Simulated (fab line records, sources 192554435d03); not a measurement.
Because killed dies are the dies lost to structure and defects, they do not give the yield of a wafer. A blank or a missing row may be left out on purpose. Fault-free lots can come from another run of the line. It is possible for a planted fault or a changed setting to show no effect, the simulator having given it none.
Which tool was responsible? :: flow n5 finfet :: 72 wafers from 24 lots sampled at 5 of the route's 1938 steps

## WHAT THE GAUGES SHOWED, per wafer
N5_BEOL_M11_OVL_MEAS_12.
lot: L074
measured: day 10 15:07
on: overlay-01
M11_OVL (nm): -0.6 0.8 0.2

lot: L076
measured: day 11 04:26
on: overlay-01
M11_OVL (nm): -0.9 -0.8 0.0

lot: L078
measured: day 11 20:25
on: overlay-02
M11_OVL (nm): -0.4 1.5 0.5

lot: L075
measured: day 12 01:12
on: overlay-02
M11_OVL (nm): 1.0 1.4 0.6

lot: L077
measured: day 12 08:50
on: overlay-02
M11_OVL (nm): 2.1 1.6 -0.6

lot: L083
measured: day 12 21:07
on: overlay-02
M11_OVL (nm): 1.5 0.8 1.7

lot: L079
measured: day 13 06:23
on: overlay-02
M11_OVL (nm): 0.8 1.1 2.0

lot: L080
measured: day 13 11:33
on: overlay-01
M11_OVL (nm): 0.9 -1.0 0.7

lot: L081
measured: day 13 11:55
on: overlay-02
M11_OVL (nm): -0.5 0.4 0.5

lot: L084
measured: day 13 20:34
on: overlay-02
M11_OVL (nm): 1.1 0.6 2.0

lot: L082
measured: day 13 23:17
on: overlay-02
M11_OVL (nm): -0.1 -0.6 -0.3

lot: L087
measured: day 14 02:40
on: overlay-02
M11_OVL (nm): -0.2 0.9 -0.6

lot: L085
measured: day 14 10:24
on: overlay-02
M11_OVL (nm): -0.4 0.5 0.1

lot: L086
measured: day 14 16:39
on: overlay-02
M11_OVL (nm): 0.8 0.8 0.1

lot: L088
measured: day 14 19:45
on: overlay-02
M11_OVL (nm): -0.8 -0.1 -0.6

lot: L090
measured: day 14 22:49
on: overlay-01
M11_OVL (nm): 0.3 0.4 0.3

lot: L089
measured: day 15 03:14
on: overlay-02
M11_OVL (nm): 0.4 -0.3 0.0

lot: L091
measured: day 15 19:09
on: overlay-01
M11_OVL (nm): 0.7 0.2 -0.9

lot: L092
measured: day 15 20:02
on: overlay-01
M11_OVL (nm): -0.4 -0.9 0.3

lot: L093
measured: day 15 23:14
on: overlay-02
M11_OVL (nm): -0.1 0.0 1.7

lot: L096
measured: day 16 03:10
on: overlay-01
M11_OVL (nm): 0.9 -0.3 -0.3

lot: L095
measured: day 16 08:56
on: overlay-01
M11_OVL (nm): 0.1 0.3 0.6

lot: L094
measured: day 16 09:16
on: overlay-01
M11_OVL (nm): -0.5 0.3 0.3

lot: L097
measured: day 17 06:05
on: overlay-02
M11_OVL (nm): -0.4 0.3 1.1

N5_BEOL_M11_INSPECT_13: inspects for defects (brightfield).
lot: L074
measured: day 10 15:08
on: defect inspect-01
raw defect count: 417 487 427

lot: L076
measured: day 11 04:28
on: defect inspect-01
raw defect count: 469 638 573

lot: L078
measured: day 11 20:26
on: defect inspect-02
raw defect count: 462 554 508

lot: L075
measured: day 12 01:13
on: defect inspect-02
raw defect count: 453 523 765

lot: L077
measured: day 12 08:52
on: defect inspect-01
raw defect count: 480 390 445

lot: L083
measured: day 12 21:08
on: defect inspect-01
raw defect count: 415 415 453

lot: L079
measured: day 13 06:25
on: defect inspect-01
raw defect count: 689 365 412

lot: L080
measured: day 13 11:35
on: defect inspect-02
raw defect count: 340 503 477

lot: L081
measured: day 13 11:56
on: defect inspect-01
raw defect count: 660 461 422

lot: L084
measured: day 13 20:35
on: defect inspect-01
raw defect count: 380 373 325

lot: L082
measured: day 13 23:18
on: defect inspect-02
raw defect count: 390 470 442

lot: L087
measured: day 14 02:42
on: defect inspect-01
raw defect count: 454 384 439

lot: L085
measured: day 14 10:26
on: defect inspect-02
raw defect count: 567 657 420

lot: L086
measured: day 14 16:40
on: defect inspect-02
raw defect count: 497 456 409

lot: L088
measured: day 14 19:46
on: defect inspect-02
raw defect count: 483 467 490

lot: L090
measured: day 14 22:50
on: defect inspect-01
raw defect count: 535 362 444

lot: L089
measured: day 15 03:16
on: defect inspect-01
raw defect count: 313 373 425

lot: L091
measured: day 15 19:10
on: defect inspect-01
raw defect count: 400 316 436

lot: L092
measured: day 15 20:03
on: defect inspect-01
raw defect count: 331 371 402

lot: L093
measured: day 15 23:15
on: defect inspect-01
raw defect count: 368 443 441

lot: L096
measured: day 16 03:11
on: defect inspect-01
raw defect count: 391 445 311

lot: L095
measured: day 16 08:58
on: defect inspect-01
raw defect count: 419 437 469

lot: L094
measured: day 16 09:17
on: defect inspect-02
raw defect count: 609 491 561

lot: L097
measured: day 17 06:07
on: defect inspect-01
raw defect count: 339 340 399

## TOOL THAT RAN EACH LOT (tool first, then ch and the chambers of the sampled wafers, then the start)
lot: L074
N5_BEOL_M10_ETCH_65: rie diel-06 ch 0,2,3, day 10 08:41
N5_BEOL_M10_CURE_72: uv cure-02 ch 2, day 10 09:20
N5_BEOL_M10_PRE_CLEAN_45: pvd sputter-03, day 10 10:27

lot: L076
N5_BEOL_M10_ETCH_65: rie diel-03 ch 0,1,2, day 10 20:59
N5_BEOL_M10_CURE_72: uv cure-02 ch 0, day 10 21:38
N5_BEOL_M10_PRE_CLEAN_45: pvd sputter-02, day 10 22:27

lot: L078
N5_BEOL_M10_ETCH_65: rie diel-01 ch 1,2,3, day 11 15:49
N5_BEOL_M10_CURE_72: uv cure-02 ch 0, day 11 16:28
N5_BEOL_M10_PRE_CLEAN_45: pvd sputter-01, day 11 16:51

lot: L075
N5_BEOL_M10_ETCH_65: rie diel-03 ch 1,2, day 11 16:34
N5_BEOL_M10_CURE_72: uv cure-01 ch 1, day 11 17:25
N5_BEOL_M10_PRE_CLEAN_45: pvd sputter-02, day 11 19:29

lot: L077
N5_BEOL_M10_ETCH_65: rie diel-06 ch 0,1,2, day 12 03:44
N5_BEOL_M10_CURE_72: uv cure-01 ch 1, day 12 04:23
N5_BEOL_M10_PRE_CLEAN_45: pvd sputter-01, day 12 04:45

lot: L083
N5_BEOL_M10_ETCH_65: rie diel-06 ch 0,3, day 12 15:02
N5_BEOL_M10_CURE_72: uv cure-02 ch 2, day 12 15:45
N5_BEOL_M10_PRE_CLEAN_45: pvd sputter-01, day 12 16:33

lot: L079
N5_BEOL_M10_ETCH_65: rie diel-01 ch 1,2, day 13 00:29
N5_BEOL_M10_CURE_72: uv cure-02 ch 2, day 13 01:11
N5_BEOL_M10_PRE_CLEAN_45: pvd sputter-02, day 13 01:38

lot: L080
N5_BEOL_M10_ETCH_65: rie diel-06 ch 0,1,2, day 13 05:08
N5_BEOL_M10_CURE_72: uv cure-02 ch 0, day 13 05:47
N5_BEOL_M10_PRE_CLEAN_45: pvd sputter-03, day 13 06:40

lot: L081
N5_BEOL_M10_ETCH_65: rie diel-01 ch 1,2, day 13 05:33
N5_BEOL_M10_CURE_72: uv cure-03 ch 0, day 13 06:12
N5_BEOL_M10_PRE_CLEAN_45: pvd sputter-03, day 13 07:11

lot: L084
N5_BEOL_M10_ETCH_65: rie diel-01 ch 1,2, day 13 14:22
N5_BEOL_M10_CURE_72: uv cure-01 ch 2, day 13 15:14
N5_BEOL_M10_PRE_CLEAN_45: pvd sputter-01, day 13 15:50

lot: L082
N5_BEOL_M10_ETCH_65: rie diel-03 ch 2,3, day 13 16:29
N5_BEOL_M10_CURE_72: uv cure-03 ch 2, day 13 17:11
N5_BEOL_M10_PRE_CLEAN_45: pvd sputter-01, day 13 17:37

lot: L087
N5_BEOL_M10_ETCH_65: rie diel-03 ch 0,1,2, day 13 19:31
N5_BEOL_M10_CURE_72: uv cure-03 ch 2, day 13 20:17
N5_BEOL_M10_PRE_CLEAN_45: pvd sputter-03, day 13 20:40

lot: L085
N5_BEOL_M10_ETCH_65: rie diel-01 ch 0,2,3, day 14 04:51
N5_BEOL_M10_CURE_72: uv cure-02 ch 1, day 14 05:33
N5_BEOL_M10_PRE_CLEAN_45: pvd sputter-02, day 14 05:56

lot: L086
N5_BEOL_M10_ETCH_65: rie diel-03 ch 1,2,3, day 14 09:58
N5_BEOL_M10_CURE_72: uv cure-02 ch 1, day 14 10:37
N5_BEOL_M10_PRE_CLEAN_45: pvd sputter-03, day 14 12:47

lot: L088
N5_BEOL_M10_ETCH_65: rie diel-01 ch 1,2,3, day 14 14:21
N5_BEOL_M10_CURE_72: uv cure-01 ch 0, day 14 15:00
N5_BEOL_M10_PRE_CLEAN_45: pvd sputter-03, day 14 15:50

lot: L090
N5_BEOL_M10_ETCH_65: rie diel-06 ch 1,2, day 14 14:52
N5_BEOL_M10_CURE_72: uv cure-02 ch 0, day 14 15:37
N5_BEOL_M10_PRE_CLEAN_45: pvd sputter-02, day 14 16:18

lot: L089
N5_BEOL_M10_ETCH_65: rie diel-01 ch 0,3, day 14 21:45
N5_BEOL_M10_CURE_72: uv cure-01 ch 2, day 14 22:41
N5_BEOL_M10_PRE_CLEAN_45: pvd sputter-02, day 14 23:05

lot: L091
N5_BEOL_M10_ETCH_65: rie diel-01 ch 0,1, day 15 12:39
N5_BEOL_M10_CURE_72: uv cure-01 ch 2, day 15 13:19
N5_BEOL_M10_PRE_CLEAN_45: pvd sputter-03, day 15 13:58

lot: L092
N5_BEOL_M10_ETCH_65: rie diel-06 ch 0,1, day 15 14:09
N5_BEOL_M10_CURE_72: uv cure-03 ch 2, day 15 14:49
N5_BEOL_M10_PRE_CLEAN_45: pvd sputter-01, day 15 15:13

lot: L093
N5_BEOL_M10_ETCH_65: rie diel-01 ch 1,3, day 15 18:08
N5_BEOL_M10_CURE_72: uv cure-02 ch 0, day 15 18:48
N5_BEOL_M10_PRE_CLEAN_45: pvd sputter-03, day 15 19:28

lot: L096
N5_BEOL_M10_ETCH_65: rie diel-03 ch 0,2,3, day 15 21:47
N5_BEOL_M10_CURE_72: uv cure-01 ch 2, day 15 22:26
N5_BEOL_M10_PRE_CLEAN_45: pvd sputter-01, day 15 22:50

lot: L095
N5_BEOL_M10_ETCH_65: rie diel-03 ch 0,2,3, day 16 02:11
N5_BEOL_M10_CURE_72: uv cure-03 ch 0, day 16 02:56
N5_BEOL_M10_PRE_CLEAN_45: pvd sputter-03, day 16 03:31

lot: L094
N5_BEOL_M10_ETCH_65: rie diel-01 ch 0,3, day 16 02:15
N5_BEOL_M10_CURE_72: uv cure-02 ch 2, day 16 02:55
N5_BEOL_M10_PRE_CLEAN_45: pvd sputter-03, day 16 03:38

lot: L097
N5_BEOL_M10_ETCH_65: rie diel-03 ch 0,3, day 16 22:50
N5_BEOL_M10_CURE_72: uv cure-03 ch 1, day 16 23:33
N5_BEOL_M10_PRE_CLEAN_45: pvd sputter-03, day 17 00:06
- N5_BEOL_M10_ETCH_65: etches SiARC in CF4, target depth 39 nm, time 65 s.
- N5_BEOL_M10_CURE_72: cures SiCOH lowk, time 120 s.
- N5_BEOL_M10_PRE_CLEAN_45: time 30 s.

## AS READ BY THE TOOLS THEMSELVES (means over the sampled wafers that have a number; for cases with no such wafer, the mark the record gives instead)
N5_BEOL_M10_ETCH_65.
lot: L074
tool: rie diel-06
drypump motor current A (A): 6.0
etch rf on time s (s): 64.6
oes product au (a.u.): 0.66
rf vpp V (V): 183.4
showerhead plenum p Torr (Torr): 2.14
throttle valve pct (%): 15.77

lot: L076
tool: rie diel-03
drypump motor current A (A): 5.8
etch rf on time s (s): 65.8
oes product au (a.u.): 0.66
rf vpp V (V): 185.7
showerhead plenum p Torr (Torr): 2.23
throttle valve pct (%): 15.71

lot: L078
tool: rie diel-01
drypump motor current A (A): 5.8
etch rf on time s (s): 64.7
oes product au (a.u.): 0.67
rf vpp V (V): 183.8
showerhead plenum p Torr (Torr): 2.15
throttle valve pct (%): 15.46

lot: L075
tool: rie diel-03
drypump motor current A (A): 5.7
etch rf on time s (s): 65.4
oes product au (a.u.): 0.70
rf vpp V (V): 185.1
showerhead plenum p Torr (Torr): 2.25
throttle valve pct (%): 15.49

lot: L077
tool: rie diel-06
drypump motor current A (A): 6.1
etch rf on time s (s): 65.1
oes product au (a.u.): 0.64
rf vpp V (V): 183.3
showerhead plenum p Torr (Torr): 2.11
throttle valve pct (%): 15.92

lot: L083
tool: rie diel-06
drypump motor current A (A): 5.6
etch rf on time s (s): 65.1
oes product au (a.u.): 0.65
rf vpp V (V): 184.9
showerhead plenum p Torr (Torr): 2.14
throttle valve pct (%): 15.68

lot: L079
tool: rie diel-01
drypump motor current A (A): 5.7
etch rf on time s (s): 64.7
oes product au (a.u.): 0.62
rf vpp V (V): 184.3
showerhead plenum p Torr (Torr): 2.19
throttle valve pct (%): 15.71

lot: L080
tool: rie diel-06
drypump motor current A (A): 6.1
etch rf on time s (s): 66.1
oes product au (a.u.): 0.63
rf vpp V (V): 183.5
showerhead plenum p Torr (Torr): 2.11
throttle valve pct (%): 15.94

lot: L081
tool: rie diel-01
drypump motor current A (A): 5.6
etch rf on time s (s): 64.5
oes product au (a.u.): 0.64
rf vpp V (V): 184.3
showerhead plenum p Torr (Torr): 2.17
throttle valve pct (%): 15.52

lot: L084
tool: rie diel-01
drypump motor current A (A): 5.6
etch rf on time s (s): 64.1
oes product au (a.u.): 0.64
rf vpp V (V): 183.7
showerhead plenum p Torr (Torr): 2.16
throttle valve pct (%): 15.52

lot: L082
tool: rie diel-03
drypump motor current A (A): 5.3
etch rf on time s (s): 65.4
oes product au (a.u.): 0.77
rf vpp V (V): 185.7
showerhead plenum p Torr (Torr): 2.26
throttle valve pct (%): 15.53

lot: L087
tool: rie diel-03
drypump motor current A (A): 5.8
etch rf on time s (s): 65.1
oes product au (a.u.): 0.72
rf vpp V (V): 185.5
showerhead plenum p Torr (Torr): 2.22
throttle valve pct (%): 15.59

lot: L085
tool: rie diel-01
drypump motor current A (A): 5.8
etch rf on time s (s): 65.1
oes product au (a.u.): 0.67
rf vpp V (V): 184.4
showerhead plenum p Torr (Torr): 2.13
throttle valve pct (%): 15.69

lot: L086
tool: rie diel-03
drypump motor current A (A): 5.5
etch rf on time s (s): 65.5
oes product au (a.u.): 0.72
rf vpp V (V): 185.6
showerhead plenum p Torr (Torr): 2.25
throttle valve pct (%): 15.55

lot: L088
tool: rie diel-01
drypump motor current A (A): 5.8
etch rf on time s (s): 64.0
oes product au (a.u.): 0.66
rf vpp V (V): 184.4
showerhead plenum p Torr (Torr): 2.14
throttle valve pct (%): 15.50

lot: L090
tool: rie diel-06
drypump motor current A (A): 6.5
etch rf on time s (s): 64.9
oes product au (a.u.): 0.62
rf vpp V (V): 184.1
showerhead plenum p Torr (Torr): 2.10
throttle valve pct (%): 16.10

lot: L089
tool: rie diel-01
drypump motor current A (A): 5.7
etch rf on time s (s): 64.7
oes product au (a.u.): 0.70
rf vpp V (V): 183.0
showerhead plenum p Torr (Torr): 2.09
throttle valve pct (%): 15.69

lot: L091
tool: rie diel-01
drypump motor current A (A): 5.5
etch rf on time s (s): 63.8
oes product au (a.u.): 0.67
rf vpp V (V): 183.9
showerhead plenum p Torr (Torr): 2.12
throttle valve pct (%): 15.58

lot: L092
tool: rie diel-06
drypump motor current A (A): 5.7
etch rf on time s (s): 65.4
oes product au (a.u.): 0.62
rf vpp V (V): 183.7
showerhead plenum p Torr (Torr): 2.11
throttle valve pct (%): 15.86

lot: L093
tool: rie diel-01
drypump motor current A (A): 5.9
etch rf on time s (s): 64.1
oes product au (a.u.): 0.68
rf vpp V (V): 183.7
showerhead plenum p Torr (Torr): 2.10
throttle valve pct (%): 15.30

lot: L096
tool: rie diel-03
drypump motor current A (A): 5.6
etch rf on time s (s): 65.3
oes product au (a.u.): 0.74
rf vpp V (V): 184.8
showerhead plenum p Torr (Torr): 2.23
throttle valve pct (%): 15.62

lot: L095
tool: rie diel-03
drypump motor current A (A): 5.6
etch rf on time s (s): 64.3
oes product au (a.u.): 0.73
rf vpp V (V): 184.9
showerhead plenum p Torr (Torr): 2.23
throttle valve pct (%): 15.63

lot: L094
tool: rie diel-01
drypump motor current A (A): 5.7
etch rf on time s (s): 64.7
oes product au (a.u.): 0.69
rf vpp V (V): 182.8
showerhead plenum p Torr (Torr): 2.08
throttle valve pct (%): 15.73

lot: L097
tool: rie diel-03
drypump motor current A (A): 5.4
etch rf on time s (s): 65.0
oes product au (a.u.): 0.77
rf vpp V (V): 184.4
showerhead plenum p Torr (Torr): 2.24
throttle valve pct (%): 15.49

N5_BEOL_M10_CURE_72.
lot: L074
tool: uv cure-02
lamp power pct (%): 52.26
wafer_temp_C_max: 373.2

lot: L076
tool: uv cure-02
lamp power pct (%): 52.27
wafer_temp_C_max: 371.1

lot: L078
tool: uv cure-02
lamp power pct (%): 52.25
wafer_temp_C_max: 371.2

lot: L075
tool: uv cure-01
lamp power pct (%): 52.36
wafer_temp_C_max: 371.6

lot: L077
tool: uv cure-01
lamp power pct (%): 52.34
wafer_temp_C_max: 371.4

lot: L083
tool: uv cure-02
lamp power pct (%): 52.26
wafer_temp_C_max: 373.2

lot: L079
tool: uv cure-02
lamp power pct (%): 52.32
wafer_temp_C_max: 373.1

lot: L080
tool: uv cure-02
lamp power pct (%): 52.32
wafer_temp_C_max: 371.0

lot: L081
tool: uv cure-03
lamp power pct (%): 52.32
wafer_temp_C_max: 373.4

lot: L084
tool: uv cure-01
lamp power pct (%): 52.33
wafer_temp_C_max: 371.6

lot: L082
tool: uv cure-03
lamp power pct (%): 52.31
wafer_temp_C_max: 371.4

lot: L087
tool: uv cure-03
lamp power pct (%): 52.34
wafer_temp_C_max: 371.5

lot: L085
tool: uv cure-02
lamp power pct (%): 52.32
wafer_temp_C_max: 372.3

lot: L086
tool: uv cure-02
lamp power pct (%): 52.31
wafer_temp_C_max: 372.1

lot: L088
tool: uv cure-01
lamp power pct (%): 52.31
wafer_temp_C_max: 371.9

lot: L090
tool: uv cure-02
lamp power pct (%): 52.29
wafer_temp_C_max: 371.3

lot: L089
tool: uv cure-01
lamp power pct (%): 52.32
wafer_temp_C_max: 371.7

lot: L091
tool: uv cure-01
lamp power pct (%): 52.32
wafer_temp_C_max: 371.8

lot: L092
tool: uv cure-03
lamp power pct (%): 52.28
wafer_temp_C_max: 371.1

lot: L093
tool: uv cure-02
lamp power pct (%): 52.32
wafer_temp_C_max: 371.0

lot: L096
tool: uv cure-01
lamp power pct (%): 52.23
wafer_temp_C_max: 371.7

lot: L095
tool: uv cure-03
lamp power pct (%): 52.32
wafer_temp_C_max: 373.4

lot: L094
tool: uv cure-02
lamp power pct (%): 52.27
wafer_temp_C_max: 373.1

lot: L097
tool: uv cure-03
lamp power pct (%): 52.32
wafer_temp_C_max: 372.5

N5_BEOL_M10_PRE_CLEAN_45.
lot: L074
tool: pvd sputter-03
heater power w (W): 328

lot: L076
tool: pvd sputter-02
heater power w (W): 313

lot: L078
tool: pvd sputter-01
heater power w (W): 281

lot: L075
tool: pvd sputter-02
heater power w (W): 337

lot: L077
tool: pvd sputter-01
heater power w (W): 294

lot: L083
tool: pvd sputter-01
heater power w (W): 273

lot: L079
tool: pvd sputter-02
heater power w (W): 322

lot: L080
tool: pvd sputter-03
heater power w (W): 325

lot: L081
tool: pvd sputter-03
heater power w (W): 328

lot: L084
tool: pvd sputter-01
heater power w (W): 281

lot: L082
tool: pvd sputter-01
heater power w (W): 287

lot: L087
tool: pvd sputter-03
heater power w (W): 310

lot: L085
tool: pvd sputter-02
heater power w (W): 333

lot: L086
tool: pvd sputter-03
heater power w (W): 317

lot: L088
tool: pvd sputter-03
heater power w (W): 334

lot: L090
tool: pvd sputter-02
heater power w (W): 328

lot: L089
tool: pvd sputter-02
heater power w (W): 313

lot: L091
tool: pvd sputter-03
heater power w (W): 317

lot: L092
tool: pvd sputter-01
heater power w (W): 300

lot: L093
tool: pvd sputter-03
heater power w (W): 329

lot: L096
tool: pvd sputter-01
heater power w (W): 266

lot: L095
tool: pvd sputter-03
heater power w (W): 322

lot: L094
tool: pvd sputter-03
heater power w (W): 318

lot: L097
tool: pvd sputter-03
heater power w (W): 319

## THE ANSWER, worked out from the rows above alone
Rule: the lots themselves supply what counts as usual. The widest of any qualifying gaps counts: lots, ordered by their means at a reading, are off when they make up no more than a third of the lots, leave a main group of 4 or more, and stand apart from it by 3 or more times the standard deviation of that group's means. If all means in a main group match to the digits the tables above print for the reading, that group is not used. A lot without any number at a reading at which 4 lots or more have one is off too. Where the step has rows for the other lots, those lots are counted as sound. The gauges are gone through in route order, then the tools' own readings, and for those a lot's mean is taken as printed above. At the first step where some lot is off, the reading lying furthest off is the one used; lots without a number count as furthest.
Nothing can be told from this: no lot is off at any reading shown.

## WHAT WAS PUT IN BY THE SIMULATOR
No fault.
